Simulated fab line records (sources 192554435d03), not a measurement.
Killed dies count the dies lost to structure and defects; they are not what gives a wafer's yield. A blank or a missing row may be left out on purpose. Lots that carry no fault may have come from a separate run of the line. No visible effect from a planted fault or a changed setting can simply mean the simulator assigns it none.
Matching of chambers + flow n5Finfet + uvCure-03 running N5_BEOL_M5_CURE_79: 3 sister chambers
The step cures SiCOH lowk, time 240 s. 3 wafers are shown with their chamber, then 11 later ones without.

EACH WAFER AND ITS CHAMBER
| wafer  | chamber | wafer_temp_C_max |
|--------|---------|------------------|
| L079.6 | 2       | 387.6            |
| L090.6 | 1       | 386.8            |
| L091.6 | 0       | 387.1            |

WAFERS WITHOUT THEIR CHAMBER
| wafer  | wafer_temp_C_max |
|--------|------------------|
| L093.5 | 386.9            |
| L093.6 | 386.9            |
| L092.4 | 386.6            |
| L092.5 | 387.5            |
| L092.6 | 386.1            |
| L095.2 | 386.4            |
| L095.3 | 387.5            |
| L095.4 | 386.4            |
| L097.1 | 386.8            |
| L097.2 | 387.0            |
| L097.3 | 386.1            |

WHICH CHAMBER EACH ONE RAN IN
| wafer  | from the rows above          | in truth |
|--------|------------------------------|----------|
| L093.5 | can't be placed: 1 or 0 or 2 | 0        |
| L093.6 | can't be placed: 1 or 0 or 2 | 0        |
| L092.4 | can't be placed: 1 or 0      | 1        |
| L092.5 | can't be placed: 2 or 0 or 1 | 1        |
| L092.6 | can't be placed: 1 or 0      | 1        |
| L095.2 | can't be placed: 1 or 0      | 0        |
| L095.3 | can't be placed: 2 or 0 or 1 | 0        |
| L095.4 | can't be placed: 1 or 0      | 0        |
| L097.1 | can't be placed: 1 or 0      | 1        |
| L097.2 | can't be placed: 0 or 1 or 2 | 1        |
| L097.3 | can't be placed: 1 or 0      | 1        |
Placed correctly: 0 of 11. These rows do not allow placing 11 (true chamber among the candidates in 11). Wrongly placed: 0.
How it was worked out, from the rows above alone: a wafer's distance from a chamber is the root of the sum, over the readings, of the square of ((its reading less the chamber's mean) divided by the reading's scatter). The wafer belongs to the nearest chamber; if the next one is less than 2 further off, it can't be placed. Each chamber's mean is taken over the wafers shown for it. The scatter: root of mean squared gap, hidden wafer to nearest shown wafer, with one shown wafer a chamber.
